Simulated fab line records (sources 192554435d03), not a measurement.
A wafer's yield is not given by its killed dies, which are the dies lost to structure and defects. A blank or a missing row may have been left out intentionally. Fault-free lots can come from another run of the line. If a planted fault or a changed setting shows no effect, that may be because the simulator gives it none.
The same fault as seen by 2 desks / flow n5_finfet / what lay behind the numbers comes last; until then each desk has only its own

AT THE TOOL OWNER'S DESK: rie_diel-03
The tool's own readings at N5_BEOL_M2_ETCH_41 (etches SiCN in CH3F/O2, target depth 29.9 nm, time 52.5 s): means of the sampled wafers that have a number, for each lot that ran on this tool. The brackets show how far a lot's mean lies from the usual mean; more than 4 standard deviations puts the lot out of limits, marked OUT.
Columns: A = drypump_motor_current_A at N5_BEOL_M2_ETCH_41, usual 5.5 A; B = oes_product_au at N5_BEOL_M2_ETCH_41, usual 0.82 a.u.; C = rf_vpp_V at N5_BEOL_M2_ETCH_41, usual 297.6 V; D = showerhead_plenum_p_Torr at N5_BEOL_M2_ETCH_41, usual 2.02 Torr; E = throttle_valve_pct at N5_BEOL_M2_ETCH_41, usual 16.31 %
lot=L327; first seen here=day 7 21:55; A=5.1; B=0.88; C=297.2; D=1.96; E=16.18
lot=L338; first seen here=day 10 10:19; A=4.9; B=0.79; C=295.9; D=1.96; E=16.28
lot=L339; first seen here=day 10 16:31; A=5.5; B=0.85; C=297.9; D=2.07; E=16.18
Result from this desk: across the 3 lots, nothing is out of limits.

THE METROLOGY DESK
What the gauges read, lot by lot, whatever tool the lot ran on: means of the sampled wafers that have a number. The brackets show how far a lot's mean lies from the usual mean; more than 4 standard deviations puts the lot out of limits, marked OUT. Of its 10 readings 7 are shown: those that lie furthest out on some lot.
Columns: A = DIBL_N at N5_BEOL_M4_RC_MEAS_101, usual 36.4 mV/V; B = DIBL_P at N5_BEOL_M4_RC_MEAS_101, usual 35.8 mV/V; C = IOFF_P at N5_BEOL_M4_RC_MEAS_101, usual 0.21 nA/um; D = ION_N at N5_BEOL_M4_RC_MEAS_101, usual 676 uA/um; E = ION_P at N5_BEOL_M4_RC_MEAS_101, usual 465 uA/um; F = VT_N at N5_BEOL_M4_RC_MEAS_101, usual 249.8 mV; G = VT_P at N5_BEOL_M4_RC_MEAS_101, usual -250 mV
lot=L327; first seen here=day 9 10:29; A=35.3; B=35.1; C=0.19; D=671; E=462; F=251.0; G=-252
lot=L328; first seen here=day 9 11:16; A=34.7; B=35.1; C=0.21; D=676; E=471; F=251.2; G=-249
lot=L338; first seen here=day 11 21:44; A=39.4; B=37.0; C=0.26; D=688; E=473; F=246.2; G=-246
lot=L339; first seen here=day 12 13:23; A=36.3; B=36.0; C=0.18; D=661; E=453; F=250.9; G=-252
lot=L342; first seen here=day 12 18:54; A=36.8; B=35.7; C=0.20; D=683; E=460; F=248.1; G=-252
lot=L345; first seen here=day 13 18:23; A=35.0; B=33.2; C=0.18; D=657; E=451; F=251.3; G=-252
Result from this desk: across the 6 lots, nothing is out of limits.

PUT TOGETHER
The tool owner's desk saw nothing out of limits.
At the metrology desk, nothing out of limits was observed.

WHAT THE SIMULATOR PUT IN
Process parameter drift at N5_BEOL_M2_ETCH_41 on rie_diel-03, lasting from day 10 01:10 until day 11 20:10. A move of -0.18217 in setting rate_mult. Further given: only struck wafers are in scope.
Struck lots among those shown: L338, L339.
